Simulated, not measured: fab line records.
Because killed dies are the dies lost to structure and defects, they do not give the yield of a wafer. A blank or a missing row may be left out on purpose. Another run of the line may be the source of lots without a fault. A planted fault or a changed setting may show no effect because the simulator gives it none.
Chamber matching / flow nand-harc / 3 sister chambers for NHARC_A_CONTACT_DEP_29 on pecvd-04
The step deposits SiON, target thk 100 nm. 6 wafers are shown with their chamber, then 7 later ones without.

== WAFERS, EACH WITH ITS CHAMBER ==
wafer=L083.3; chamber=0; heater-power-w (W)=738; heater-power-outer-w (W)=441
wafer=L086.1; chamber=1; heater-power-w (W)=747; heater-power-outer-w (W)=437
wafer=L086.3; chamber=2; heater-power-w (W)=692; heater-power-outer-w (W)=403
wafer=L086.6; chamber=2; heater-power-w (W)=690; heater-power-outer-w (W)=410
wafer=L087.2; chamber=0; heater-power-w (W)=707; heater-power-outer-w (W)=415
wafer=L087.4; chamber=1; heater-power-w (W)=727; heater-power-outer-w (W)=424

== WAFERS WHOSE CHAMBER IS MISSING ==
wafer=L087.5; heater-power-w (W)=704; heater-power-outer-w (W)=414
wafer=L093.1; heater-power-w (W)=692; heater-power-outer-w (W)=412
wafer=L093.4; heater-power-w (W)=677; heater-power-outer-w (W)=404
wafer=L093.5; heater-power-w (W)=714; heater-power-outer-w (W)=416
wafer=L094.1; heater-power-w (W)=764; heater-power-outer-w (W)=438
wafer=L094.2; heater-power-w (W)=683; heater-power-outer-w (W)=369
wafer=L094.4; heater-power-w (W)=758; heater-power-outer-w (W)=440

== WHICH CHAMBER EACH WENT THROUGH ==
wafer=L087.5; from the rows above=can't be placed: 2 or 0 or 1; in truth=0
wafer=L093.1; from the rows above=can't be placed: 2 or 0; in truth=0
wafer=L093.4; from the rows above=2; in truth=2
wafer=L093.5; from the rows above=can't be placed: 0 or 2 or 1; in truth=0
wafer=L094.1; from the rows above=can't be placed: 1 or 0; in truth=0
wafer=L094.2; from the rows above=2; in truth=2
wafer=L094.4; from the rows above=can't be placed: 1 or 0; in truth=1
Correct placement for 2 of the 7. Cannot be placed on the basis of these rows: 5; the candidates contain the true chamber in 5. 0 placed wrongly.
How it was worked out, from the rows above alone: a wafer's distance from a chamber is the root of the sum, over the readings, of the square of ((its reading less the chamber's mean) divided by the reading's scatter). The wafer belongs to the nearest chamber; if the next one is less than 2 further off, it can't be placed. For every chamber, the mean is computed from those of its wafers that are shown. The scatter is the square root of a quotient: the sum, over the shown wafers, of each reading's squared deviation from its chamber's mean, divided by wafers minus chambers.
